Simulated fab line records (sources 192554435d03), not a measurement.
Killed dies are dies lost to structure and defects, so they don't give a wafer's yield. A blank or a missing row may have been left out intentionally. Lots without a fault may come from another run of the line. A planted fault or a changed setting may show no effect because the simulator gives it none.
Matching of chambers + flow n5 finfet + 4 sister chambers for N5_BEOL_M8_DESCUM_16 on rie diel-04
The step chemistry O2, time 7.9 s. 4 wafers are shown with their chamber, then 7 later ones without.

EACH WAFER AND ITS CHAMBER
| wafer  | chamber | showerhead plenum p Torr (Torr) |
|--------|---------|---------------------------------|
| L083.2 | 1       | 2.04                            |
| L083.5 | 3       | 2.13                            |
| L085.1 | 2       | 2.09                            |
| L085.4 | 0       | 2.03                            |

WAFERS WITHOUT THEIR CHAMBER
| wafer  | showerhead plenum p Torr (Torr) |
|--------|---------------------------------|
| L085.6 | 2.03                            |
| L081.1 | 2.09                            |
| L081.2 | 2.13                            |
| L081.3 | 2.04                            |
| L095.1 | 2.12                            |
| L095.2 | 2.08                            |
| L095.3 | 2.02                            |

CHAMBER TAKEN BY EACH
| wafer  | from the rows above     | in truth |
|--------|-------------------------|----------|
| L085.6 | can't be placed: 0 or 1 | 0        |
| L081.1 | 2                       | 2        |
| L081.2 | 3                       | 3        |
| L081.3 | can't be placed: 1 or 0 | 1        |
| L095.1 | 3                       | 3        |
| L095.2 | 2                       | 2        |
| L095.3 | can't be placed: 0 or 1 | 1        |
Placed correctly: 4 of 7. Cannot be placed on the basis of these rows: 3; the candidates contain the true chamber in 3. Wrongly placed: 0.
How it was worked out, from the rows above alone: a wafer's distance from a chamber is the root of the sum, over the readings, of the square of ((its reading less the chamber's mean) divided by the reading's scatter). The wafer belongs to the nearest chamber; if the next one is less than 2 further off, it can't be placed. The mean given for a chamber averages the wafers shown for that chamber. The scatter: root of mean squared gap, hidden wafer to nearest shown wafer, with one shown wafer a chamber.
